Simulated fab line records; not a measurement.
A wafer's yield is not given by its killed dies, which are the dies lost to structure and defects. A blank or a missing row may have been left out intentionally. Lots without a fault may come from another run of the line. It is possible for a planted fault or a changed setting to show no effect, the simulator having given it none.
fab line records    flow nand_harc    part 1 of 2: steps 1 to 21 of 32
[record] lots = 5  wafers = 15  last_day = 24
route steps=1159 shown P_M2@319 P_BONDPAD@351
lots untouched by any fault: they come from a run of this same line in which no faults occurred
start_h: hours from the record's opening day to when the first of the lot's shown wafers began    wait_h: hours since the lot's step before    " repeats the value in the row above    L1.1+2: one row covering several wafers at once    - value missing, or start not given    * or withheld: withheld    < > ~ a bound
route shown NAME@n: a module of which the file shows steps, and the number in the route of the first    usual: average and standard deviation across the fault-free wafers    same: alike in all rows    chamber/n: place in a boat    sites: the reading at each site    _std_site: how widely they spread, as a standard deviation    _edge_site: mean of outer sites minus mean of inner sites    radius_mm: how far each site lies from the wafer's centre    mask NAME#n: copy n    behind: the last tool/chamber to shape the wafer    hold: what put the lot on hold/how long, in hours/how the hold closed    device: names the non-switching transistor (n, p or np)    end of line: the tests these same wafers got at the end of their route    a step without rows: its recipe alone    killed: dies lost to structure and defects at the first sort, not the wafer's yield    map: a wafer's dies, marking killed ones x, the rest . and places with no die _
set.NAME: setting as actually run; set.NAME@STEP: the setting as run at that earlier step    model.NAME: the simulator's own value behind a step, which no gauge read
a table for each step, a row for each wafer; lots at some steps of the route
services: from which hour (start_h, from the record's first day; less than 0 if before it) a tool's chamber was out of use, for how many hours, and why
[[steps]]
[step NHARC_P_M2_DEHYDRATE_01]
[recipe] temp_c = 150  time_s = 120
[usual] resist_line_temp_C = 23.00/0.1
lot.wafer  tool            chamber  start_h  wait_h  resist_line_temp_C
L074.2     litho_track-01  0        126.54   -       22.95
L074.3     "               0        "        "       22.96
L074.5     "               0        "        "       23.17
L083.1     litho_track-04  0        174.88   -       22.97
L083.2     "               0        "        "       22.97
L083.6     "               0        "        "       22.95
L087.1     litho_track-04  0        202.70   -       22.91
L087.4     "               0        "        "       22.89
L087.5     "               0        "        "       22.85
L094.1     litho_track-06  0        244.48   -       22.90
L094.2     "               0        "        "       22.96
L094.4     "               0        "        "       23.02
L095.1     litho_track-04  0        249.12   -       23.15
L095.4     "               0        "        "       23.12
L095.6     "               0        "        "       23.14
[step NHARC_P_M2_HMDS_02]
[recipe] time_s = 30
[usual] resist_line_temp_C = 23.01/0.1
lot.wafer  tool            chamber  start_h  wait_h  resist_line_temp_C
L074.2     litho_track-01  0        -        -       22.99
L074.3     "               0        "        "       23.00
L074.5     "               0        "        "       23.05
L083.1     litho_track-04  0        -        -       22.96
L083.2     "               0        "        "       23.05
L083.6     "               0        "        "       22.98
L087.1     litho_track-04  0        -        -       22.90
L087.4     "               0        "        "       22.88
L087.5     "               0        "        "       22.93
L094.1     litho_track-06  0        -        -       22.95
L094.2     "               0        "        "       23.10
L094.4     "               0        "        "       22.82
L095.1     litho_track-04  0        -        -       23.09
L095.4     "               0        "        "       23.15
L095.6     "               0        "        "       23.06
[step NHARC_P_M2_COAT_34]
[recipe] temp_c = 200  time_s = 65
[usual] resist_line_temp_C = 23.00/0.12
lot.wafer  tool            chamber  start_h  wait_h  resist_line_temp_C
L074.2     litho_track-01  0        -        -       22.87
L074.3     "               0        "        "       22.83
L074.5     "               0        "        "       22.76
L083.1     litho_track-04  0        -        -       22.98
L083.2     "               0        "        "       22.96
L083.6     "               0        "        "       23.03
L087.1     litho_track-04  0        -        -       22.94
L087.4     "               0        "        "       23.14
L087.5     "               0        "        "       23.10
L094.1     litho_track-06  0        -        -       23.04
L094.2     "               0        "        "       22.98
L094.4     "               0        "        "       23.05
L095.1     litho_track-04  0        -        -       23.29
L095.4     "               0        "        "       23.28
L095.6     "               0        "        "       23.22
[step NHARC_P_M2_COAT_03]
[recipe] spin_rpm = 1500  resist_thk_nm = 90
[usual] resist_line_temp_C = 23.00/0.1
lot.wafer  tool            chamber  start_h  wait_h  resist_line_temp_C
L074.2     litho_track-01  0        -        -       23.09
L074.3     "               0        "        "       23.08
L074.5     "               0        "        "       22.93
L083.1     litho_track-04  0        -        -       23.14
L083.2     "               0        "        "       22.93
L083.6     "               0        "        "       23.07
L087.1     litho_track-04  0        -        -       22.98
L087.4     "               0        "        "       22.91
L087.5     "               0        "        "       23.21
L094.1     litho_track-06  0        -        -       23.02
L094.2     "               0        "        "       23.01
L094.4     "               0        "        "       23.06
L095.1     litho_track-04  0        -        -       22.97
L095.4     "               0        "        "       23.06
L095.6     "               0        "        "       22.89
[step NHARC_P_M2_SOFTBAKE_04]
[recipe] temp_c = 105  time_s = 55
[usual] resist_line_temp_C = 23.01/0.1
lot.wafer  tool            chamber  start_h  wait_h  resist_line_temp_C
L074.2     litho_track-01  0        -        -       23.03
L074.3     "               0        "        "       23.23
L074.5     "               0        "        "       22.94
L083.1     litho_track-04  0        -        -       22.99
L083.2     "               0        "        "       22.96
L083.6     "               0        "        "       22.98
L087.1     litho_track-04  0        -        -       22.93
L087.4     "               0        "        "       22.93
L087.5     "               0        "        "       22.83
L094.1     litho_track-06  0        -        -       23.05
L094.2     "               0        "        "       23.03
L094.4     "               0        "        "       22.94
L095.1     litho_track-04  0        -        -       23.03
L095.4     "               0        "        "       22.92
L095.6     "               0        "        "       23.09
[step NHARC_P_M2_EBR_05]
[usual] resist_line_temp_C = 23.00/0.1
lot.wafer  tool            chamber  start_h  wait_h  resist_line_temp_C
L074.2     litho_track-01  0        -        -       22.94
L074.3     "               0        "        "       22.88
L074.5     "               0        "        "       22.85
L083.1     litho_track-04  0        -        -       22.91
L083.2     "               0        "        "       23.05
L083.6     "               0        "        "       23.00
L087.1     litho_track-04  0        -        -       23.07
L087.4     "               0        "        "       23.10
L087.5     "               0        "        "       23.04
L094.1     litho_track-06  0        -        -       23.23
L094.2     "               0        "        "       23.07
L094.4     "               0        "        "       23.01
L095.1     litho_track-04  0        -        -       22.79
L095.4     "               0        "        "       22.84
L095.6     "               0        "        "       22.90
[step NHARC_P_M2_EXPOSE_06]
[recipe] na = 1.35  target_cd_nm = 170  dose_mj = 80.78  mask_id = P_M2
[usual] exposure_dose_mJ_cm2 = 80.73/0.08  focus_offset_nm = 0.1/0.64
lot.wafer  tool             chamber  start_h  wait_h  mask    exposure_dose_mJ_cm2  focus_offset_nm
L074.2     arfi_scanner-03  0        126.84   -       P_M2#0  80.65                 1.8
L074.3     "                0        "        "       P_M2#0  80.66                 0.2
L074.5     "                0        "        "       P_M2#0  80.58                 -0.4
L083.1     arfi_scanner-03  0        175.04   -       P_M2#0  80.75                 -0.3
L083.2     "                0        "        "       P_M2#0  80.76                 -0.1
L083.6     "                0        "        "       P_M2#0  80.66                 0.0
L087.1     arfi_scanner-02  0        202.99   -       P_M2#0  80.64                 -0.6
L087.4     "                0        "        "       P_M2#0  80.60                 0.1
L087.5     "                0        "        "       P_M2#0  80.61                 -1.0
L094.1     arfi_scanner-03  0        244.64   -       P_M2#0  80.73                 -0.4
L094.2     "                0        "        "       P_M2#0  80.78                 -0.6
L094.4     "                0        "        "       P_M2#0  80.76                 -0.7
L095.1     arfi_scanner-03  0        249.28   -       P_M2#0  80.69                 0.8
L095.4     "                0        "        "       P_M2#0  80.80                 0.5
L095.6     "                0        "        "       P_M2#0  80.77                 -0.3
[step NHARC_P_M2_PEB_07]
[recipe] peb_temp_c = 100  peb_time_s = 65
[usual] resist_line_temp_C = 23.01/0.096
lot.wafer  tool            chamber  start_h  wait_h  resist_line_temp_C
L074.2     litho_track-04  0        126.89   0.1     22.95
L074.3     "               0        "        "       23.05
L074.5     "               0        "        "       22.90
L083.1     litho_track-01  0        175.10   0.1     22.92
L083.2     "               0        "        "       22.90
L083.6     "               0        "        "       23.12
L087.1     litho_track-04  0        203.05   0.1     23.12
L087.4     "               0        "        "       22.98
L087.5     "               0        "        "       22.95
L094.1     litho_track-06  0        244.70   0.1     23.09
L094.2     "               0        "        "       23.02
L094.4     "               0        "        "       23.03
L095.1     litho_track-06  0        249.34   0.1     23.01
L095.4     "               0        "        "       23.14
L095.6     "               0        "        "       23.13
[step NHARC_P_M2_DEVELOP_08]
[recipe] develop_time_s = 35  dev_temp_c = 23
[usual] resist_line_temp_C = 23.00/0.11
lot.wafer  tool            chamber  start_h  wait_h  resist_line_temp_C
L074.2     litho_track-04  0        -        -       23.10
L074.3     "               0        "        "       23.01
L074.5     "               0        "        "       22.91
L083.1     litho_track-01  0        -        -       23.03
L083.2     "               0        "        "       22.88
L083.6     "               0        "        "       22.94
L087.1     litho_track-04  0        -        -       23.04
L087.4     "               0        "        "       23.20
L087.5     "               0        "        "       22.96
L094.1     litho_track-06  0        -        -       22.93
L094.2     "               0        "        "       22.81
L094.4     "               0        "        "       22.92
L095.1     litho_track-06  0        -        -       22.81
L095.4     "               0        "        "       22.98
L095.6     "               0        "        "       22.92
[step NHARC_P_M2_CD_MEAS_09]
[recipe] target_cd_nm = 170  landing_energy_ev = 500
[usual] cd_nm = 170.0/0.49
[same] landing_energy_ev = 500
lot.wafer  tool       chamber  start_h  wait_h  cd_nm
L074.2     cd_sem-01  0        126.98   -       169.9
L074.3     "          0        "        "       170.4
L074.5     "          0        "        "       170.1
L083.1     cd_sem-03  0        175.18   -       170.8
L083.2     "          0        "        "       170.9
L083.6     "          0        "        "       170.4
L087.1     cd_sem-03  0        203.13   -       170.2
L087.4     "          0        "        "       170.5
L087.5     "          0        "        "       170.1
L094.1     cd_sem-03  0        244.78   -       170.3
L094.2     "          0        "        "       170.4
L094.4     "          0        "        "       170.2
L095.1     cd_sem-01  0        249.42   -       169.4
L095.4     "          0        "        "       169.9
L095.6     "          0        "        "       169.5
[step NHARC_P_M2_OVL_MEAS_10]
[recipe] pitch_nm = 340
[usual] overlay_x_nm = 0.1/0.97  overlay_y_nm = 0.2/0.94
lot.wafer  tool        chamber  start_h  wait_h  overlay_x_nm  overlay_y_nm
L074.2     overlay-01  -        127.07   -       -1.0          0.9
L074.3     "           -        "        "       -1.0          1.1
L074.5     "           -        "        "       -1.0          1.3
L083.1     overlay-01  -        175.27   -       0.2           0.1
L083.2     "           -        "        "       -0.5          -0.7
L083.6     "           -        "        "       -0.3          -0.5
L087.1     overlay-02  -        203.22   -       -0.5          -0.6
L087.4     "           -        "        "       -0.3          -0.3
L087.5     "           -        "        "       -0.4          -1.1
L094.1     overlay-01  -        244.87   -       1.2           -0.8
L094.2     "           -        "        "       1.3           -0.8
L094.4     "           -        "        "       0.9           -0.7
L095.1     overlay-01  -        249.51   -       -0.4          -0.5
L095.4     "           -        "        "       -0.4          -0.8
L095.6     "           -        "        "       -0.4          -0.4
[step NHARC_P_M2_INSPECT_11]
[usual] raw_defect_count = 3.8/2.4
lot.wafer  tool               chamber  start_h  wait_h  raw_defect_count
L074.2     defect_inspect-02  -        127.11   0.0     7
L074.3     "                  -        "        "       3
L074.5     "                  -        "        "       3
L083.1     defect_inspect-02  -        175.31   0.0     1
L083.2     "                  -        "        "       2
L083.6     "                  -        "        "       2
L087.1     defect_inspect-01  -        203.26   0.0     4
L087.4     "                  -        "        "       0
L087.5     "                  -        "        "       6
L094.1     defect_inspect-01  -        244.91   0.0     2
L094.2     "                  -        "        "       3
L094.4     "                  -        "        "       1
L095.1     defect_inspect-01  -        249.55   0.0     2
L095.4     "                  -        "        "       4
L095.6     "                  -        "        "       3
[step NHARC_P_M2_DESCUM_14]
[recipe] time_s = 3  o2_flow_sccm = 200  ar_flow_sccm = 0  bias_power_w = 0  chemistry = O2
[usual] drypump_motor_current_A = 6.0/0.39  oes_product_au = 1.000/0.0082  rf_vpp_V = 57.8/0.96  showerhead_plenum_p_Torr = 1.94/0.059  throttle_valve_pct = 11.311/0.0088
lot.wafer  tool         chamber  start_h  wait_h  drypump_motor_current_A  oes_product_au  rf_hours_counter_h  rf_vpp_V  showerhead_plenum_p_Torr  throttle_valve_pct
L074.2     rie_diel-12  1        127.17   0.1     5.6                      1.000           4                   57.1      1.92                      11.306
L074.3     "            2        "        "       6.4                      1.002           4                   58.9      1.91                      11.316
L074.5     "            1        "        "       5.6                      1.004           -                   57.7      1.92                      11.308
L083.2     rie_diel-08  1        175.38   0.1     6.5                      1.016           4                   55.4      1.98                      11.306
L083.1     "            2        "        "       6.3                      1.024           21                  57.8      1.80                      11.312
L083.6     "            0        "        "       6.0                      0.978           -                   56.9      2.00                      11.308
L087.4     rie_diel-09  2        203.32   0.1     6.1                      0.992           25                  58.8      1.99                      11.300
L087.1     "            1        "        "       6.0                      0.988           25                  56.9      1.85                      11.310
L087.5     "            2        "        "       6.1                      1.001           -                   58.7      1.99                      11.328
L094.1     rie_diel-12  1        244.97   0.1     5.6                      0.986           2                   56.5      1.92                      11.310
L094.4     "            2        "        "       6.4                      1.006           2                   57.1      1.91                      11.296
L094.2     "            3        "        "       5.5                      1.002           2                   57.3      1.91                      11.311
L095.4     rie_diel-12  3        249.63   0.1     5.5                      1.004           2                   58.7      1.91                      11.316
L095.1     "            0        "        "       6.3                      1.007           2                   57.5      2.03                      11.305
L095.6     "            2        "        "       6.4                      0.995           -                   57.5      1.91                      11.297
[step NHARC_P_M2_ETCH_35]
[recipe] target_depth_a = 400  overetch_a = 120  time_s = 43.94  ion_energy_ev = 200  n2_flow_sccm = 150  h2_flow_sccm = 150  ar_flow_sccm = 0  rf_w = 400  bias_w = 150  chemistry = N2/H2
[usual] drypump_motor_current_A = 6.0/0.39  h2_flow_sccm = 150.1/0.48  oes_product_au = 1.000/0.0079  rf_fwd_power_W = 395.1/2.1  rf_vpp_V = 431.4/1.9  showerhead_plenum_p_Torr = 2.07/0.063  throttle_valve_pct = 14.172/0.0092
lot.wafer  tool         chamber  start_h  wait_h  drypump_motor_current_A  h2_flow_sccm  oes_product_au  rf_fwd_power_W  rf_hours_counter_h  rf_vpp_V  showerhead_plenum_p_Torr  throttle_valve_pct
L074.3     rie_diel-12  3        127.26   0.1     5.5                      150.2         0.999           398.0           3                   429.4     2.04                      14.184
L074.2     "            0        "        "       6.3                      149.8         1.003           397.4           3                   435.1     2.17                      14.184
L074.5     "            2        "        "       6.4                      150.5         1.014           391.0           -                   431.2     2.04                      14.183
L083.2     rie_diel-08  3        175.46   0.1     6.3                      149.6         1.010           394.6           10                  432.8     2.12                      14.164
L083.1     "            2        "        "       6.3                      149.7         1.006           393.8           21                  426.6     1.92                      14.163
L083.6     "            0        "        "       6.0                      150.0         0.994           395.1           -                   433.9     2.13                      14.171
L087.1     rie_diel-09  1        203.40   0.1     6.0                      150.0         0.990           393.0           25                  430.1     1.97                      14.180
L087.4     "            3        "        "       6.3                      150.0         1.013           397.4           25                  428.4     2.01                      14.167
L087.5     "            2        "        "       6.1                      150.3         1.005           391.1           -                   433.3     2.12                      14.169
L094.4     rie_diel-12  2        245.05   0.1     6.5                      149.5         1.001           393.0           2                   431.3     2.04                      14.176
L094.1     "            0        "        "       6.3                      151.2         0.998           396.1           2                   433.3     2.17                      14.176
L094.2     "            1        "        "       5.6                      150.1         1.005           395.8           2                   431.3     2.05                      14.149
L095.4     rie_diel-12  3        249.69   0.1     5.5                      150.1         0.998           397.9           2                   431.3     2.04                      14.168
L095.1     "            0        "        "       6.3                      150.0         0.995           395.7           2                   434.1     2.17                      14.185
L095.6     "            0        "        "       6.3                      150.5         1.007           395.9           -                   434.1     2.17                      14.167
[step NHARC_P_M2_ETCH_15]
[recipe] target_depth_a = 1825  time_s = 91.2  c4f8_flow_sccm = withheld  ar_flow_sccm = 400  rf_w = 600  bias_w = 300  chemistry = C4F8/Ar
[usual] oes_product_au = 0.950/0.025  rf_fwd_power_W = 595.6/2.3  rf_vpp_V = 442.0/2
lot.wafer  tool         chamber  start_h  wait_h  oes_product_au  rf_fwd_power_W  rf_hours_counter_h  rf_vpp_V
L074.2     rie_diel-12  2        -        -       0.988           592.4           4                   441.1
L074.3     "            1        "        "       0.956           595.3           4                   440.2
L074.5     "            2        "        "       0.984           593.5           -                   441.2
L083.2     rie_diel-08  2        -        -       0.925           594.7           21                  436.3
L083.1     "            3        "        "       0.929           591.6           10                  442.9
L083.6     "            3        "        "       0.928           592.0           -                   443.5
L087.1     rie_diel-09  1        -        -       0.921           591.5           25                  438.7
L087.4     "            2        "        "       0.922           591.3           25                  443.6
L087.5     "            1        "        "       0.919           595.7           -                   440.1
L094.2     rie_diel-12  0        -        -       0.963           597.6           2                   444.9
L094.1     "            1        "        "       0.957           593.5           2                   441.3
L094.4     "            3        "        "       0.995           592.9           2                   441.1
L095.4     rie_diel-12  2        -        -       0.965           591.8           2                   441.7
L095.1     "            0        "        "       0.987           594.2           2                   444.0
L095.6     "            2        "        "       0.962           594.9           -                   440.2
[step NHARC_P_M2_CD_MEAS_16]
[usual] cd_nm = 170.1/0.65
lot.wafer  tool       chamber  start_h  wait_h  cd_nm
L074.2     cd_sem-01  -        127.47   -       171.1
L074.3     "          -        "        "       170.7
L074.5     "          -        "        "       170.4
L083.1     cd_sem-02  -        175.68   -       171.5
L083.2     "          -        "        "       171.1
L083.6     "          -        "        "       171.2
L087.1     cd_sem-03  -        203.62   -       170.9
L087.4     "          -        "        "       170.7
L087.5     "          -        "        "       170.6
L094.1     cd_sem-02  -        245.27   -       171.0
L094.2     "          -        "        "       170.3
L094.4     "          -        "        "       170.5
L095.1     cd_sem-01  -        249.91   -       169.8
L095.4     "          -        "        "       170.4
L095.6     "          -        "        "       170.2
[step NHARC_P_M2_STRIP_18]
[recipe] power_w = 1000  n2_flow_sccm = 150  h2_flow_sccm = 150  ar_flow_sccm = 0  bias_w = 0  chemistry = N2/H2
[usual] drypump_motor_current_A = 6.0/0.38  h2_flow_sccm = 150.0/0.51  oes_product_au = 1.000/0.0085  power_w = 1000/3.1  rf_fwd_power_W = 997/3.5  rf_vpp_V = 90.9/0.96  showerhead_plenum_p_Torr = 2.07/0.067  throttle_valve_pct = 14.171/0.009
lot.wafer  tool         chamber  start_h  wait_h  drypump_motor_current_A  h2_flow_sccm  oes_product_au  power_w  rf_fwd_power_W  rf_hours_counter_h  rf_vpp_V  showerhead_plenum_p_Torr  throttle_valve_pct
L074.3     rie_diel-12  1        127.54   0.1     5.6                      150.8         1.003           996      998             4                   90.2      2.05                      14.171
L074.2     "            3        "        "       5.5                      149.4         1.005           1003     1000            4                   90.8      2.04                      14.164
L074.5     "            1        "        "       5.6                      149.8         1.000           1001     1002            -                   88.7      2.05                      14.166
L083.2     rie_diel-08  1        175.75   0.1     6.5                      149.9         1.015           1005     1000            4                   91.9      2.11                      14.174
L083.1     "            0        "        "       6.0                      150.3         1.000           1001     994             20                  91.2      2.13                      14.163
L083.6     "            2        "        "       6.3                      150.5         1.003           996      994             -                   89.6      1.92                      14.161
L087.4     rie_diel-09  1        203.75   0.1     6.0                      149.4         0.997           991      996             25                  89.6      1.97                      14.176
L087.1     "            2        "        "       6.1                      150.5         1.006           1001     992             25                  91.4      2.12                      14.171
L087.5     "            0        "        "       5.4                      150.2         0.998           999      1000            -                   91.4      2.12                      14.175
L094.2     rie_diel-09  0        245.38   0.1     5.4                      149.4         1.001           1000     1003            31                  92.0      2.12                      14.169
L094.1     "            1        "        "       6.0                      149.9         0.999           999      1002            31                  90.0      1.97                      14.182
L094.4     "            0        "        "       5.4                      149.9         1.003           999      1005            -                   91.7      2.12                      14.169
L095.4     rie_diel-12  0        249.99   0.1     6.3                      150.2         1.005           999      992             2                   92.4      2.17                      14.187
L095.1     "            1        "        "       5.6                      150.4         1.002           999      994             2                   91.0      2.05                      14.174
L095.6     "            1        "        "       5.6                      150.1         0.998           998      995             -                   90.8      2.05                      14.162
[step NHARC_P_M2_ETCH_28]
[recipe] target_depth_a = 300  over_etch_frac = 0.3  time_s = 72.99  ion_energy_ev = 150  cf4_flow_sccm = 50  n2_flow_sccm = 100  ar_flow_sccm = 150  rf_w = 300  bias_w = 100  chemistry = CF4/N2
[usual] drypump_motor_current_A = 6.0/0.38  oes_product_au = 1.000/0.0093  rf_fwd_power_W = 297.4/1.3  rf_vpp_V = 314.7/1.6  showerhead_plenum_p_Torr = 2.66/0.079  throttle_valve_pct = 19.795/0.0095
[same] over_etch_frac = 0.3
lot.wafer  tool         chamber  start_h  wait_h  drypump_motor_current_A  oes_product_au  rf_fwd_power_W  rf_hours_counter_h  rf_vpp_V  showerhead_plenum_p_Torr  throttle_valve_pct
L074.3     rie_diel-12  2        -        -       6.4                      1.014           295.3           4                   314.7     2.63                      19.781
L074.2     "            0        "        "       6.3                      0.996           299.1           3                   316.0     2.78                      19.800
L074.5     "            1        "        "       5.6                      0.993           296.9           -                   314.2     2.64                      19.800
L083.1     rie_diel-08  2        -        -       6.3                      1.019           296.3           21                  312.1     2.48                      19.792
L083.2     "            0        "        "       6.0                      0.992           296.7           20                  316.6     2.73                      19.779
L083.6     "            2        "        "       6.3                      1.007           297.5           -                   312.0     2.48                      19.791
L087.1     rie_diel-09  0        -        -       5.4                      0.992           297.5           25                  316.9     2.72                      19.788
L087.4     "            1        "        "       6.0                      0.999           295.5           25                  311.8     2.55                      19.796
L087.5     "            1        "        "       6.0                      0.995           296.2           -                   312.6     2.55                      19.793
L094.2     rie_diel-09  2        -        -       6.1                      1.012           293.4           31                  316.5     2.72                      19.811
L094.1     "            0        "        "       5.4                      1.009           297.7           31                  315.9     2.72                      19.817
L094.4     "            2        "        "       6.1                      1.001           294.4           -                   316.6     2.72                      19.805
L095.4     rie_diel-12  1        -        -       5.6                      0.990           298.0           2                   314.3     2.63                      19.796
L095.1     "            2        "        "       6.4                      1.002           295.4           2                   315.3     2.63                      19.800
L095.6     "            1        "        "       5.6                      0.996           297.8           -                   315.6     2.64                      19.808
[step NHARC_P_M2_STRIP_19]
[recipe] time_s = 600  temp_c = 30  chemistry = post_etch_residue_remover
[usual] temp_c = 30.01/0.099
lot.wafer  tool          chamber  start_h  wait_h  temp_c
L074.5     wet_bench-08  0        127.91   -       29.88
L074.2     "             1        "        "       29.95
L074.3     "             5        "        "       30.14
L083.1     wet_bench-10  1        176.13   -       29.90
L083.6     "             2        "        "       29.79
L083.2     "             5        "        "       29.87
L087.4     wet_bench-08  6        204.07   -       30.04
L087.5     "             1        "        "       30.17
L087.1     "             2        "        "       30.13
L094.2     wet_bench-08  4        245.78   -       29.89
L094.4     "             6        "        "       29.96
L094.1     "             1        "        "       30.09
L095.6     wet_bench-08  4        250.35   -       30.11
L095.4     "             7        "        "       30.07
L095.1     "             1        "        "       30.04
[step NHARC_P_M2_DEGAS_29]
[recipe] temp_c = 250  time_s = 60
[usual] heater_power_w = 339/38
lot.wafer  tool            chamber  start_h  wait_h  heater_power_w
L074.3     pvd_sputter-01  -        128.18   -       301
L074.2     "               -        "        "       307
L074.5     "               -        "        "       361
L083.1     pvd_sputter-02  -        176.39   -       280
L083.2     "               -        "        "       344
L083.6     "               -        "        "       285
L087.4     pvd_sputter-03  -        204.33   -       406
L087.1     "               -        "        "       312
L087.5     "               -        "        "       407
L094.1     pvd_sputter-03  -        246.07   -       409
L094.4     "               -        "        "       292
L094.2     "               -        "        "       301
L095.4     pvd_sputter-02  -        250.64   -       360
L095.1     "               -        "        "       360
L095.6     "               -        "        "       355
[step NHARC_P_M2_PRE_CLEAN_30]
[recipe] time_s = 30  temp_c = 280  gas = H2/He
[usual] heater_power_w = 412/47
lot.wafer  tool            chamber  start_h  wait_h  heater_power_w
L074.3     pvd_sputter-01  -        -        -       476
L074.2     "               -        "        "       374
L074.5     "               -        "        "       447
L083.2     pvd_sputter-02  -        -        -       439
L083.1     "               -        "        "       439
L083.6     "               -        "        "       402
L087.1     pvd_sputter-03  -        -        -       510
L087.4     "               -        "        "       375
L087.5     "               -        "        "       363
L094.4     pvd_sputter-03  -        -        -       375
L094.1     "               -        "        "       377
L094.2     "               -        "        "       491
L095.1     pvd_sputter-02  -        -        -       342
L095.4     "               -        "        "       455
L095.6     "               -        "        "       343
